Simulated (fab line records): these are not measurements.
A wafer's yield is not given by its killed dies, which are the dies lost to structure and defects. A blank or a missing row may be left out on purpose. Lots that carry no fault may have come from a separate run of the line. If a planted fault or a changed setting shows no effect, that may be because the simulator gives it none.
Chamber matching    flow nandHarc    cmp-04 running NHARC_P_M2_CMP_23: 4 sister chambers
The step polishes, t overpolish 20 s, target thk 144.3 nm. 4 wafers are shown with their chamber, then 9 later ones without.

WAFERS, EACH WITH ITS CHAMBER
wafer   chamber  motorCurrentA (A)
L088.3  2        14.6
L088.6  1        12.8
L091.4  3        12.9
L091.5  0        11.7

WAFERS MISSING THEIR CHAMBER
wafer   motorCurrentA (A)
L093.1  11.7
L093.5  13.0
L093.6  11.6
L094.1  15.4
L094.2  13.3
L094.5  11.6
L097.2  12.9
L097.3  13.8
L097.6  11.0

EACH ONE'S CHAMBER
wafer    from the rows above            in truth
L093.1   0                              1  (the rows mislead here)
L093.5   can't be placed: 3 or 1        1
L093.6   0                              0
L094.1   2                              2
L094.2   can't be placed: 3 or 1 or 2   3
L094.5   0                              0
L097.2   can't be placed: 3 or 1        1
L097.3   can't be placed: 2 or 3 or 1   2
L097.6   0                              0
4 of 9 placed correctly. These rows do not allow placing 4 (true chamber among the candidates in 4). Number placed wrongly: 1.
How it was worked out, from the rows above alone: a wafer's distance from a chamber is the root of the sum, over the readings, of the square of ((its reading less the chamber's mean) divided by the reading's scatter). The wafer belongs to the nearest chamber; if the next one is less than 2 further off, it can't be placed. A chamber's mean is the mean of its shown wafers. The scatter: with one shown wafer a chamber, the root of the mean of the squares of how far each hidden wafer lies from its nearest shown one.
